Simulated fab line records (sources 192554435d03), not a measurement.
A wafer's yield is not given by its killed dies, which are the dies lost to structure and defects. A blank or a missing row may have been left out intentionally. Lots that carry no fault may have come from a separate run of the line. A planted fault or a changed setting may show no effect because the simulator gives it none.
Which tool was responsible? + flow n5Finfet + Sampling: 24 lots, 72 wafers, 6 of 1938 route steps

== WHAT THE GAUGES SHOWED, per wafer ==
N5_BEOL_M4_CD_MEAS_35: target cd 18 nm, target cd y 22.4 nm.
| lot  | measured     | on       | cdNm (nm)      |
|------|--------------|----------|----------------|
| L076 | day 9 06:31  | cdSem-03 | 18.6 18.4 18.4 |
| L074 | day 9 06:47  | cdSem-02 | 17.9 18.7 18.3 |
| L075 | day 9 11:28  | cdSem-02 | 18.1 18.2 18.5 |
| L077 | day 9 11:37  | cdSem-02 | 18.6 18.4 17.8 |
| L078 | day 10 12:13 | cdSem-02 | 18.0 18.1 17.9 |
| L080 | day 10 15:13 | cdSem-02 | 18.4 17.6 17.6 |
| L081 | day 10 15:42 | cdSem-01 | 18.2 18.2 18.3 |
| L079 | day 10 15:57 | cdSem-02 | 18.0 18.5 18.7 |
| L082 | day 10 19:32 | cdSem-03 | 18.0 17.7 18.3 |
| L083 | day 11 16:48 | cdSem-03 | 18.5 18.2 18.4 |
| L084 | day 11 20:11 | cdSem-01 | 18.5 18.6 18.8 |
| L087 | day 12 02:54 | cdSem-02 | 17.5 17.6 18.3 |
| L086 | day 12 03:12 | cdSem-02 | 17.9 18.2 18.0 |
| L085 | day 12 03:19 | cdSem-03 | 18.5 18.3 18.6 |
| L089 | day 13 07:58 | cdSem-02 | 18.5 18.6 18.3 |
| L088 | day 13 08:40 | cdSem-02 | 18.0 18.1 18.5 |
| L091 | day 13 10:46 | cdSem-02 | 17.6 18.2 17.8 |
| L090 | day 13 10:51 | cdSem-02 | 18.1 18.2 18.8 |
| L092 | day 13 11:15 | cdSem-02 | 17.7 17.8 17.6 |
| L094 | day 13 23:53 | cdSem-02 | 18.1 18.3 18.2 |
| L093 | day 14 05:40 | cdSem-01 | 18.4 18.1 18.5 |
| L095 | day 14 16:24 | cdSem-03 | 18.3 18.3 18.5 |
| L096 | day 14 20:36 | cdSem-02 | 18.1 18.5 18.0 |
| L097 | day 15 01:00 | cdSem-02 | 17.7 18.1 17.3 |

N5_BEOL_M4_THK_MEAS_53: measures by xrf.
| lot  | measured     | on           | M4_THK (nm)    |
|------|--------------|--------------|----------------|
| L076 | day 9 10:05  | filmMetro-01 | 41.3 37.7 38.5 |
| L074 | day 9 12:37  | filmMetro-01 | 39.5 39.1 38.9 |
| L075 | day 9 15:23  | filmMetro-01 | 39.6 39.5 41.3 |
| L077 | day 9 15:24  | filmMetro-02 | 39.7 38.2 38.2 |
| L078 | day 10 15:53 | filmMetro-02 | 39.4 38.2 38.8 |
| L080 | day 10 18:46 | filmMetro-01 | 38.0 40.7 39.3 |
| L081 | day 10 19:23 | filmMetro-02 | 39.8 40.2 41.6 |
| L079 | day 10 20:25 | filmMetro-02 | 38.3 39.6 38.0 |
| L082 | day 11 00:23 | filmMetro-01 | 36.2 38.5 37.5 |
| L083 | day 11 20:45 | filmMetro-01 | 39.9 38.6 40.6 |
| L084 | day 12 00:07 | filmMetro-02 | 40.6 39.1 41.4 |
| L087 | day 12 06:34 | filmMetro-01 | 38.4 38.8 39.7 |
| L086 | day 12 06:49 | filmMetro-01 | 40.6 39.2 39.0 |
| L085 | day 12 08:29 | filmMetro-02 | 38.3 40.4 38.6 |
| L089 | day 13 11:07 | filmMetro-01 | 37.3 38.6 39.5 |
| L088 | day 13 13:48 | filmMetro-02 | 39.9 40.5 40.2 |
| L091 | day 13 14:20 | filmMetro-01 | 40.8 40.2 40.3 |
| L090 | day 13 15:37 | filmMetro-02 | 40.6 40.9 41.1 |
| L092 | day 13 16:17 | filmMetro-01 | 38.8 37.5 36.5 |
| L094 | day 14 03:35 | filmMetro-01 | 40.8 40.7 41.7 |
| L093 | day 14 09:44 | filmMetro-02 | 41.7 38.5 40.5 |
| L095 | day 14 21:21 | filmMetro-02 | 40.8 42.3 41.1 |
| L096 | day 15 01:40 | filmMetro-02 | 39.0 40.4 40.9 |
| L097 | day 15 04:42 | filmMetro-02 | 37.3 38.8 38.1 |

== TOOL THAT RAN EACH LOT (tool first, then ch and the chambers of the sampled wafers, then the start) ==
| lot  | N5_BEOL_M4_PRE_CLEAN_45     | N5_BEOL_M4_SPUTTER_79       | N5_BEOL_M4_SPUTTER_81       | N5_BEOL_M4_ANNEAL_87        |
|------|-----------------------------|-----------------------------|-----------------------------|-----------------------------|
| L076 | pvdSputter-02, day 9 06:53  | pvdSputter-02, day 9 07:44  | pvdSputter-02, day 9 07:58  | pvdSputter-02, day 9 08:16  |
| L074 | pvdSputter-02, day 9 07:11  | pvdSputter-03, day 9 09:41  | pvdSputter-03, day 9 09:55  | pvdSputter-03, day 9 10:13  |
| L075 | pvdSputter-02, day 9 11:53  | pvdSputter-02, day 9 12:47  | pvdSputter-02, day 9 13:01  | pvdSputter-02, day 9 13:19  |
| L077 | pvdSputter-02, day 9 11:58  | pvdSputter-03, day 9 13:04  | pvdSputter-03, day 9 13:17  | pvdSputter-03, day 9 13:35  |
| L078 | pvdSputter-03, day 10 12:32 | pvdSputter-03, day 10 13:31 | pvdSputter-03, day 10 13:44 | pvdSputter-03, day 10 14:02 |
| L080 | pvdSputter-02, day 10 15:20 | pvdSputter-03, day 10 16:20 | pvdSputter-03, day 10 16:33 | pvdSputter-03, day 10 16:51 |
| L081 | pvdSputter-03, day 10 15:47 | pvdSputter-02, day 10 17:04 | pvdSputter-02, day 10 17:17 | pvdSputter-02, day 10 17:35 |
| L079 | pvdSputter-03, day 10 16:02 | pvdSputter-01, day 10 18:05 | pvdSputter-01, day 10 18:18 | pvdSputter-01, day 10 18:36 |
| L082 | pvdSputter-03, day 10 19:45 | pvdSputter-03, day 10 22:03 | pvdSputter-03, day 10 22:16 | pvdSputter-03, day 10 22:34 |
| L083 | pvdSputter-01, day 11 17:18 | pvdSputter-02, day 11 18:25 | pvdSputter-02, day 11 18:38 | pvdSputter-02, day 11 18:56 |
| L084 | pvdSputter-02, day 11 20:34 | pvdSputter-02, day 11 21:40 | pvdSputter-02, day 11 21:53 | pvdSputter-02, day 11 22:11 |
| L087 | pvdSputter-02, day 12 03:24 | pvdSputter-01, day 12 04:14 | pvdSputter-01, day 12 04:27 | pvdSputter-01, day 12 04:45 |
| L086 | pvdSputter-01, day 12 03:34 | pvdSputter-02, day 12 04:26 | pvdSputter-02, day 12 04:40 | pvdSputter-02, day 12 04:58 |
| L085 | pvdSputter-01, day 12 03:39 | pvdSputter-01, day 12 06:09 | pvdSputter-01, day 12 06:22 | pvdSputter-01, day 12 06:40 |
| L089 | pvdSputter-01, day 13 08:04 | pvdSputter-02, day 13 08:48 | pvdSputter-02, day 13 09:01 | pvdSputter-02, day 13 09:19 |
| L088 | pvdSputter-01, day 13 10:40 | pvdSputter-02, day 13 11:28 | pvdSputter-02, day 13 11:41 | pvdSputter-02, day 13 11:59 |
| L091 | pvdSputter-03, day 13 11:10 | pvdSputter-03, day 13 12:01 | pvdSputter-03, day 13 12:14 | pvdSputter-03, day 13 12:32 |
| L090 | pvdSputter-03, day 13 11:14 | pvdSputter-02, day 13 13:18 | pvdSputter-02, day 13 13:31 | pvdSputter-02, day 13 13:49 |
| L092 | pvdSputter-03, day 13 11:34 | pvdSputter-03, day 13 13:56 | pvdSputter-03, day 13 14:10 | pvdSputter-03, day 13 14:28 |
| L094 | pvdSputter-03, day 14 00:22 | pvdSputter-03, day 14 01:16 | pvdSputter-03, day 14 01:29 | pvdSputter-03, day 14 01:47 |
| L093 | pvdSputter-01, day 14 06:10 | pvdSputter-01, day 14 07:24 | pvdSputter-01, day 14 07:37 | pvdSputter-01, day 14 07:55 |
| L095 | pvdSputter-03, day 14 17:42 | pvdSputter-03, day 14 18:42 | pvdSputter-03, day 14 18:55 | pvdSputter-03, day 14 19:13 |
| L096 | pvdSputter-02, day 14 20:49 | pvdSputter-03, day 14 23:20 | pvdSputter-03, day 14 23:34 | pvdSputter-03, day 14 23:52 |
| L097 | pvdSputter-03, day 15 01:31 | pvdSputter-02, day 15 02:22 | pvdSputter-02, day 15 02:35 | pvdSputter-02, day 15 02:53 |
- N5_BEOL_M4_PRE_CLEAN_45: time 30 s.
- N5_BEOL_M4_SPUTTER_79: material Cu, target thk 4.5 nm, time 8.29 s.
- N5_BEOL_M4_SPUTTER_81: material Cu, target thk 4.5 nm, time 8.29 s.
- N5_BEOL_M4_ANNEAL_87: time 240 s.

== AS READ BY THE TOOLS THEMSELVES (means over the sampled wafers that have a number; for cases with no such wafer, the mark the record gives instead) ==
N5_BEOL_M4_PRE_CLEAN_45.
| lot  | tool          | heaterPowerW (W) |
|------|---------------|------------------|
| L076 | pvdSputter-02 | 362              |
| L074 | pvdSputter-02 | 321              |
| L075 | pvdSputter-02 | 320              |
| L077 | pvdSputter-02 | 324              |
| L078 | pvdSputter-03 | 320              |
| L080 | pvdSputter-02 | 345              |
| L081 | pvdSputter-03 | 333              |
| L079 | pvdSputter-03 | 350              |
| L082 | pvdSputter-03 | 352              |
| L083 | pvdSputter-01 | 326              |
| L084 | pvdSputter-02 | 350              |
| L087 | pvdSputter-02 | 341              |
| L086 | pvdSputter-01 | 332              |
| L085 | pvdSputter-01 | 330              |
| L089 | pvdSputter-01 | 328              |
| L088 | pvdSputter-01 | 324              |
| L091 | pvdSputter-03 | 315              |
| L090 | pvdSputter-03 | 332              |
| L092 | pvdSputter-03 | 356              |
| L094 | pvdSputter-03 | 357              |
| L093 | pvdSputter-01 | 331              |
| L095 | pvdSputter-03 | 366              |
| L096 | pvdSputter-02 | 332              |
| L097 | pvdSputter-03 | 338              |

N5_BEOL_M4_SPUTTER_79.
| lot  | tool          | throttleValvePct (%) |
|------|---------------|----------------------|
| L076 | pvdSputter-02 | 29.1                 |
| L074 | pvdSputter-03 | 30.0                 |
| L075 | pvdSputter-02 | 29.2                 |
| L077 | pvdSputter-03 | 29.3                 |
| L078 | pvdSputter-03 | 29.2                 |
| L080 | pvdSputter-03 | 29.3                 |
| L081 | pvdSputter-02 | 29.5                 |
| L079 | pvdSputter-01 | 31.2                 |
| L082 | pvdSputter-03 | 29.3                 |
| L083 | pvdSputter-02 | 29.3                 |
| L084 | pvdSputter-02 | 28.9                 |
| L087 | pvdSputter-01 | 31.3                 |
| L086 | pvdSputter-02 | 28.8                 |
| L085 | pvdSputter-01 | 31.2                 |
| L089 | pvdSputter-02 | 28.5                 |
| L088 | pvdSputter-02 | 29.7                 |
| L091 | pvdSputter-03 | 29.3                 |
| L090 | pvdSputter-02 | 29.9                 |
| L092 | pvdSputter-03 | 29.7                 |
| L094 | pvdSputter-03 | 30.2                 |
| L093 | pvdSputter-01 | 31.3                 |
| L095 | pvdSputter-03 | 29.6                 |
| L096 | pvdSputter-03 | 29.3                 |
| L097 | pvdSputter-02 | 28.7                 |

N5_BEOL_M4_SPUTTER_81.
| lot  | tool          | throttleValvePct (%) |
|------|---------------|----------------------|
| L076 | pvdSputter-02 | 29.0                 |
| L074 | pvdSputter-03 | 29.9                 |
| L075 | pvdSputter-02 | 29.1                 |
| L077 | pvdSputter-03 | 29.3                 |
| L078 | pvdSputter-03 | 29.4                 |
| L080 | pvdSputter-03 | 29.3                 |
| L081 | pvdSputter-02 | 29.7                 |
| L079 | pvdSputter-01 | 31.3                 |
| L082 | pvdSputter-03 | 29.2                 |
| L083 | pvdSputter-02 | 29.4                 |
| L084 | pvdSputter-02 | 28.9                 |
| L087 | pvdSputter-01 | 31.2                 |
| L086 | pvdSputter-02 | 28.9                 |
| L085 | pvdSputter-01 | 31.1                 |
| L089 | pvdSputter-02 | 28.5                 |
| L088 | pvdSputter-02 | 29.6                 |
| L091 | pvdSputter-03 | 29.1                 |
| L090 | pvdSputter-02 | 29.8                 |
| L092 | pvdSputter-03 | 29.6                 |
| L094 | pvdSputter-03 | 30.1                 |
| L093 | pvdSputter-01 | 31.1                 |
| L095 | pvdSputter-03 | 29.9                 |
| L096 | pvdSputter-03 | 29.2                 |
| L097 | pvdSputter-02 | 29.0                 |

N5_BEOL_M4_ANNEAL_87.
| lot  | tool          | heaterPowerW (W) | susceptor_temp_C_max |
|------|---------------|------------------|----------------------|
| L076 | pvdSputter-02 | 815              | 400.8                |
| L074 | pvdSputter-03 | 831              | 401.1                |
| L075 | pvdSputter-02 | 868              | 401.0                |
| L077 | pvdSputter-03 | 835              | 400.8                |
| L078 | pvdSputter-03 | 880              | 400.9                |
| L080 | pvdSputter-03 | 881              | 401.1                |
| L081 | pvdSputter-02 | 849              | 400.9                |
| L079 | pvdSputter-01 | 824              | 401.2                |
| L082 | pvdSputter-03 | 874              | 401.1                |
| L083 | pvdSputter-02 | 840              | 401.3                |
| L084 | pvdSputter-02 | 810              | 400.9                |
| L087 | pvdSputter-01 | 827              | 400.9                |
| L086 | pvdSputter-02 | 808              | 400.7                |
| L085 | pvdSputter-01 | 822              | 400.7                |
| L089 | pvdSputter-02 | 841              | 400.9                |
| L088 | pvdSputter-02 | 857              | 400.8                |
| L091 | pvdSputter-03 | 879              | 400.9                |
| L090 | pvdSputter-02 | 832              | 401.0                |
| L092 | pvdSputter-03 | 801              | 400.8                |
| L094 | pvdSputter-03 | 874              | 401.3                |
| L093 | pvdSputter-01 | 818              | 400.9                |
| L095 | pvdSputter-03 | 791              | 400.5                |
| L096 | pvdSputter-03 | 874              | 400.9                |
| L097 | pvdSputter-02 | 825              | 401.1                |

== THE ANSWER, worked out from the rows above alone ==
Rule: the usual values come from the lots themselves. Put in order of their means at a reading, lots are off if they are a third of the lots or fewer, leave a main group of 4 or more, and stand apart from it by a gap of 3 or more times the standard deviation of the main group's means; of several such gaps the widest counts. A main group whose means are all the same, to the digits that the tables above print for the reading, isn't used. A lot without any number at a reading at which 4 lots or more have one is off too. Any other lot the step has rows for is counted as sound. First the gauges in route order, then the tools' own readings, where a lot's mean is used as printed above. At the first step where some lot is off, the reading lying furthest off is the one used; lots without a number count as furthest.
No lot is off at any reading shown: from this, nothing can be told.

== WHAT THE SIMULATOR HAD PUT IN ==
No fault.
